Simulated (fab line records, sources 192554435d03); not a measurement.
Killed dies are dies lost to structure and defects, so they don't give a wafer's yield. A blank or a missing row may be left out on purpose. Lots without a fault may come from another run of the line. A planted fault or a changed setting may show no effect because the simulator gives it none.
A struck lot beside a sound one | flow n5_finfet | 16 steps out of a route of 1938
Sound: wafers L343.1, L343.3, L343.4. Struck: wafers L348.1, L348.3, L348.6. The cause comes at the end.
At each step with rows: each side's tool, then ch and its chambers, then its first start. Under that, the readings that differ: sound wafers | struck wafers | difference of the means | sigmas: that difference in standard deviations of wafers without a fault.
alike: readings whose means differ by less than 2 such deviations, and words and numbers that are the same on both sides. not compared: withheld readings, readings that some wafer has no value for, bounds like >300 that may hide the same value, and numbers for which the record gives no deviation and whose values overlap.
The two part at a step that has a row with sigmas, a row that says differs or no value, or rows on one side only. Numbers that don't overlap but have no deviation are shown without sigmas and don't part them. A reading that every wafer of one side lacks parts them only if that side has two wafers or more.

first, 8 steps without rows for these wafers: N5_ZERO_LAYER_HMDS_04 (time 60 s); N5_ZERO_LAYER_COAT_05 (resist thk 1000 nm); N5_ZERO_LAYER_EBR_07; N5_ZERO_LAYER_SOFTBAKE_06 (time 90 s); N5_ZERO_LAYER_EXPOSE_08 (exposes mask ZERO, defocus 0 nm, target cd 2000 nm); N5_ZERO_LAYER_PEB_09; N5_ZERO_LAYER_DEVELOP_10 (develop time 60 s); N5_ZERO_LAYER_HARDBAKE_23 (time 120 s).
N5_ZERO_LAYER_CD_MEAS_11: target cd 2000 nm.
  sound on cd_sem-01 ch 0, day 3 06:44; struck on cd_sem-01 ch 0, day 4 12:39
  alike: cd_nm
N5_ZERO_LAYER_DESCUM_16: chemistry O2, time 7.9 s.
  sound on rie_diel-04 ch 0,2,3, day 3 07:04; struck on rie_diel-01 ch 0,1,2, day 4 12:58
  alike: drypump_motor_current_A, oes_product_au, rf_vpp_V, showerhead_plenum_p_Torr, throttle_valve_pct
  not compared: rf_hours_counter_h
N5_ZERO_LAYER_ETCH_17: etches SiO2 in CF4, target depth 12 nm, time 13.3 s.
  sound on rie_diel-04 ch 0,2,3, day 3 07:06; struck on rie_diel-01 ch 0,1,2, day 4 12:59
  alike: bias_w, drypump_motor_current_A, oes_product_au, rf_vpp_V, showerhead_plenum_p_Torr, throttle_valve_pct
  not compared: rf_hours_counter_h
N5_ZERO_LAYER_ETCH_18: etches Si in HBr/Cl2, target depth 120 nm, time 40 s.
  sound on rie_si-03 ch 0,1,3, day 3 07:11; struck on rie_si-03 ch 1,2,3, day 4 13:04
  alike: bias_w, drypump_motor_current_A, mfc_cl2_sccm, oes_product_au, throttle_valve_pct
  not compared: rf_hours_counter_h
N5_ZERO_LAYER_STRIP_24: strips in O2.
  sound on plasma_asher-01 ch 0,1, day 3 07:17; struck on plasma_asher-01 ch 0,1, day 4 13:11
  no value came back on the struck wafers for any of 5 readings (chamber_pressure_mTorr (mTorr), drypump_motor_current_A (A) and others); on the sound wafers chamber_pressure_mTorr (mTorr) reads 999.6 999.8 1000.7
  reading                                      | sound | struck            | difference | sigmas
  model.coat_of_ZERO_LAYER_COAT_05.thk_nm (nm) | 0 0 0 | 931.4 929.7 925.9 | +929.0     |
  not compared: rf_hours_counter_h
then, 1 step without rows for these wafers: N5_ZERO_LAYER_STRIP_19 (strips in SPM, time 900 s).
-- the record jumps here: 7 days lie between the struck wafers' starts before and after (it left off in module ZERO_LAYER and takes up again in module BEOL_M4, whose first step shown is number 1111 of the route) --
N5_BEOL_M4_RC_MEAS_101:
  sound on prober-02 ch 0, day 9 21:38; struck on prober-02 ch 0, day 11 14:08
  alike: DIBL_N, DIBL_P, IOFF_N, IOFF_P, ION_N, ION_P, SS_N, SS_P, VT_N, VT_P
N5_PASSIVATION_PROBE_49:
  the record has rows for the sound wafers here (prober-01, day 14 08:36) and none for the struck ones

WHERE THEY PART
First at N5_ZERO_LAYER_STRIP_24; last, within this record, at N5_PASSIVATION_PROBE_49.

WHY: what the simulator had put in
Skipped step whole: plasma_asher-01, from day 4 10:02 on, at N5_ZERO_LAYER_STRIP_24. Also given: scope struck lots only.
